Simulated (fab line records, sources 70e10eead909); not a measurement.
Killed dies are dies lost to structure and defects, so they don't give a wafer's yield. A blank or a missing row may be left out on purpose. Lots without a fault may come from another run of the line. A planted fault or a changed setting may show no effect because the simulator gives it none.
Problem report in the 8D (eight disciplines) form, filled by code | flow nand_harc | the parts of the form that need people (team, actions taken, sign-off) are left out

1. THE PROBLEM
temp_c at NHARC_P_GATE_STRIP_67 reads a mean of 124.74 C on 1 wafer of 1 lot; wafers without a fault read 130.00 C with a standard deviation of 0.15. That is -35 standard deviations from the usual mean.
The step: strips in SPM, time 600 s.
First seen on wafer L574.2, day 11 22:07, on wet_bench-02. The record holds 36 wafers of 12 lots with a number at this step. Rule for "out", or "out of limits": more than 4 standard deviations from the usual mean. The other wafers with a number count as sound.

2. WHAT IT IS AND WHAT IT IS NOT
question                    | is                        | is not
which readings at this step | temp_c, bath_guard_temp_C | -
which lots                  | L574                      | L560, L561, L562, L563, L575, L576, L578, L579, L581, L582, L583
which wafers of those lots  | L574.2                    | L574.3, L574.6
read on which tools         | wet_bench-02              | wet_bench-01, wet_bench-06
when                        | from day 11 22:07         | up to then (14 sound wafers); but 21 sound wafers of L575, L576, L578, L579, L581, L582, L583 came after

3. SUSPECTS, AND WHAT RULES EACH OUT
Counting: a tool at a process step up to the reading stays a suspect if it ran every lot that is out. Sound lots after the first of them don't rule it out here, since some wafers of a struck lot are sound.
- pecvd-01 at NHARC_P_GATE_DEP_103 (deposits SiON, target thk 30 nm): kept. It ran the lot that is out, L574 (day 11 03:04); its last sound lot up to then is L561 (day 5 13:40).
- plasma_asher-01 at NHARC_P_GATE_STRIP_75 (strips in O2): kept. It ran the lot that is out, L574 (day 11 16:29); its last sound lot up to then is L563 (day 7 03:40).
- wet_bench-02 at NHARC_P_GATE_STRIP_67 (strips in SPM, time 600 s): kept. It ran the lot that is out, L574 (day 11 22:07); its last sound lot up to then is L560 (day 5 21:41). Its own readings are out on those wafers: bath_guard_temp_C, temp_c.
- Within pecvd-01 at NHARC_P_GATE_DEP_103: the wafers that are out ran in chamber 0; their sound lot-mates ran in chamber 1.
- Within wet_bench-02 at NHARC_P_GATE_STRIP_67: the wafers that are out ran in chamber 6; their sound lot-mates ran in chambers 4, 5.
Left after counting: pecvd-01 at NHARC_P_GATE_DEP_103, plasma_asher-01 at NHARC_P_GATE_STRIP_75, wet_bench-02 at NHARC_P_GATE_STRIP_67.

4. THE CAUSE (what the simulator had put in)
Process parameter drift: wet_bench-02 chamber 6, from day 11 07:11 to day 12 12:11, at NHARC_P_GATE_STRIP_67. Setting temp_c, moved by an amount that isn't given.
Counting left 3 suspects, and this tool is among them.

5. THE CHAIN OF EFFECTS, in route order
Each row: a reading whose mean over the struck wafers that have a number lies more than 3 standard deviations from the usual. Only readings for which the record gives a usual standard deviation are gone through. hours: the time from each lot's start at the first step in this table that gives one to its start at this step, as a median over the lots. sigmas: the change in usual standard deviations.
hours | step                  | reading           | usual    | on struck wafers | change | sigmas
0     | NHARC_P_GATE_STRIP_67 | bath_guard_temp_C | 129.9 C  | 125.0            | -4.9   | -13
0     | NHARC_P_GATE_STRIP_67 | temp_c            | 130.00 C | 124.74           | -5.26  | -35
The process steps in it:
- NHARC_P_GATE_STRIP_67: strips in SPM, time 600 s.

6. WHAT WOULD HAVE CAUGHT IT SOONER
In this record the first reading out of limits was taken at day 11 22:07, 15 hours after the fault began at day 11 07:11.
